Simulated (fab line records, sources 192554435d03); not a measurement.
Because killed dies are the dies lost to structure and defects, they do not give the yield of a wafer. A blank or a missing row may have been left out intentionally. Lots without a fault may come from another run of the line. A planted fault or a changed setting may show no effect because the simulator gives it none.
Struck lot and sound lot, side by side -- flow n5 finfet -- 37 out of 1938 route steps
Sound: these wafers, L956.4, L956.5, L956.6. The struck wafers were L953.3, L953.5, L953.6. Last of all comes the cause.
Each step with rows lists, per side, the tool, then ch with its chambers, then its first start. Under that, the readings that differ: sound wafers -- struck wafers -- difference of the means -- sigmas: that difference in standard deviations of wafers without a fault.
alike: readings with means less than 2 such deviations apart, plus words and numbers identical on both sides. not compared: withheld readings, readings lacking a value on some wafer, bounds such as >300 that could conceal the same value, and numbers that have no deviation in the record and whose values overlap.
A row with sigmas, a row that says differs or no value, or rows on one side alone: a step with any of these is where the two part. When numbers do not overlap yet have no deviation, they are printed without sigmas and do not part them. Lack of a reading on every wafer of one side parts them only where that side has two or more wafers.

first, 9 steps without rows for these wafers: N5_BEOL_M4_ANNEAL_95 (time 240 s); N5_BEOL_M4_SPUTTER_96 (material Cu, target thk 4.5 nm, time 8.29 s); N5_BEOL_M4_ECD_50 (material Cu, target thk 300 nm); N5_BEOL_M4_ANNEAL_51 (time 90 s); N5_BEOL_M4_CMP_52 (polishes, stops on SiOC, t overpolish 6.8 s, target thk 40 nm); N5_BEOL_M4_PRE_CLEAN_60 (time 15 s); N5_BEOL_M4_CO_CAP_55 (material Co, precursor CCTBA/H2, target thk 2 nm, time 102.1 s); N5_BEOL_M4_PRE_CLEAN_56 (time 15 s); N5_BEOL_M4_DEP_57 (deposits SiCN from 3MS/NH3, target thk 8 nm, time 14 s).
N5_BEOL_M4_RC_MEAS_101:
  sound on prober-01 ch 0, day 14 07:03; struck on prober-01 ch 0, day 13 12:09
  alike: DIBL_N, DIBL_P, IOFF_N, IOFF_P, ION_N, ION_P, SS_N, SS_P, VT_N, VT_P
then, 24 steps without rows for these wafers: N5_BEOL_M5_ILD_DEP_00 (deposits SiCOH lowk from DEMS/porogen, target thk 140.64 nm, time 25.9 s); N5_BEOL_M5_CURE_79 (cures SiCOH lowk, time 240 s); N5_BEOL_M5_PECVD_70 (deposits SiO2 from TEOS/O2, target thk 16 nm, time 18 s); N5_BEOL_M5_HM_DEP_02 (deposits TiN, target thk 20 nm); N5_BEOL_M5_COAT_59 (time 60 s, resist thk 60 nm); N5_BEOL_M5_COAT_60 (time 60 s, resist thk 12 nm); N5_BEOL_M5_COAT_71 (time 60 s, resist thk 5 nm); N5_BEOL_M5_COAT_05 (resist thk 30 nm); N5_BEOL_M5_EBR_07; N5_BEOL_M5_SOFTBAKE_06 (time 60 s); N5_BEOL_M5_EXPOSE_08 (exposes mask M5, target cd 28 nm); N5_BEOL_M5_PEB_09 (peb time 60 s); N5_BEOL_M5_DEVELOP_10 (develop time 30 s); N5_BEOL_M5_DESCUM_16 (chemistry O2, time 7 s); N5_BEOL_M5_ETCH_72 (etches underlayer in N2/H2, target depth 6.5 nm, time 5.2 s); N5_BEOL_M5_ETCH_61 (etches SiARC in CF4, target depth 15.6 nm, time 26 s); N5_BEOL_M5_ETCH_62 (etches SOC in N2/H2, target depth 75 nm, overetch 15 nm, time 112.5 s); N5_BEOL_M5_STRIP_63 (strips in N2/H2); N5_BEOL_M5_STRIP_73 (strips in N2/H2); N5_BEOL_M5_STRIP_64 (strips in CF4); N5_BEOL_M5_HM_OPEN_17 (chemistry Cl2/BCl3, target TiN, target depth 20 nm, overetch 6 nm); N5_BEOL_M5_STRIP_19 (strips in O2); N5_BEOL_M5_COAT_65 (time 60 s, resist thk 60 nm); N5_BEOL_M5_COAT_66 (time 60 s, resist thk 12 nm).
N5_BEOL_M7_SPUTTER_48: material Cu, target thk 10 nm, time 1.667 s.
  struck on pvd sputter-01, day 14 20:54; sound on pvd sputter-01, day 15 07:02
  no value came back on the struck wafers for bias v (V), cathode dc power W (W), chuck sensor temp C (C), throttle valve pct (%); on the sound wafers bias v (V) reads 59.9 60.4 59.4
N5_BEOL_M7_CMP_52: polishes, stops on SiCOH lowk, t overpolish 6.9 s, target thk 80 nm.
  sound on cmp-04 ch 0,2,3, day 15 09:08; struck on cmp-02 ch 0,1, day 14 21:38
reading,sound,struck,difference,sigmas
time to endpoint s (s),63.6 64.9 60.3,1.2 5.2 1.0,-60.5,-22
  alike: motor current A
  not compared: pad life wafers
-- record jumps: 3 days separate the struck wafers' starts on either side; left off in module BEOL_M7, taken up again in module PASSIVATION, whose first shown step is the route's number 1936 --
N5_PASSIVATION_PROBE_49:
  rows exist in the record for the struck wafers here (prober-02, day 18 06:11), but not for the sound ones

WHERE THEY PART
First at N5_BEOL_M7_SPUTTER_48; last, within this record, at N5_PASSIVATION_PROBE_49.

WHY: the cause the simulator had injected
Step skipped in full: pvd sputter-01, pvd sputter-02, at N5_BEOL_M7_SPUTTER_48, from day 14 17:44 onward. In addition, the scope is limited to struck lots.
